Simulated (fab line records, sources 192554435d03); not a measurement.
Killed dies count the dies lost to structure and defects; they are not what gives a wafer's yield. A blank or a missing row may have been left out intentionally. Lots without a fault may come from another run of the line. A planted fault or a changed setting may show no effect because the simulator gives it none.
Matching of chambers	flow n5 finfet	cmp-02 running N5_GATE_CUT_CMP_61: 4 sister chambers
The step polishes, stops on SiNx, t overpolish 3 s. 4 wafers are shown with their chamber, then 9 later ones without.

## WAFERS WITH THEIR CHAMBER
wafer	chamber	motor current A (A)
L084.1	1	12.4
L084.4	0	11.5
L087.1	2	12.2
L087.6	3	13.7

## WAFERS WHOSE CHAMBER IS MISSING
wafer	motor current A (A)
L089.1	12.0
L089.2	13.6
L089.4	12.7
L090.3	12.1
L090.4	13.8
L090.6	11.9
L091.3	12.6
L091.4	11.8
L091.5	13.6

## CHAMBER TAKEN BY EACH
wafer	from the rows above	in truth
L089.1	can't be placed: 2 or 1 or 0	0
L089.2	3	3
L089.4	can't be placed: 1 or 2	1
L090.3	can't be placed: 2 or 1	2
L090.4	3	3
L090.6	can't be placed: 2 or 0 or 1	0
L091.3	can't be placed: 1 or 2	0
L091.4	can't be placed: 0 or 2 or 1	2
L091.5	3	3
Placed correctly: 3 of 9. These rows do not allow placing 6 (true chamber among the candidates in 5). Number placed wrongly: 0.
How it was worked out, from the rows above alone: a wafer's distance from a chamber is the root of the sum, over the readings, of the square of ((its reading less the chamber's mean) divided by the reading's scatter). If the next closest chamber is less than 2 further off than the closest, the wafer can't be placed; otherwise it belongs to the closest. The mean given for a chamber averages the wafers shown for that chamber. The scatter (one wafer shown for each chamber): square how far every hidden wafer sits from the nearest shown wafer, average those squares and take the square root.
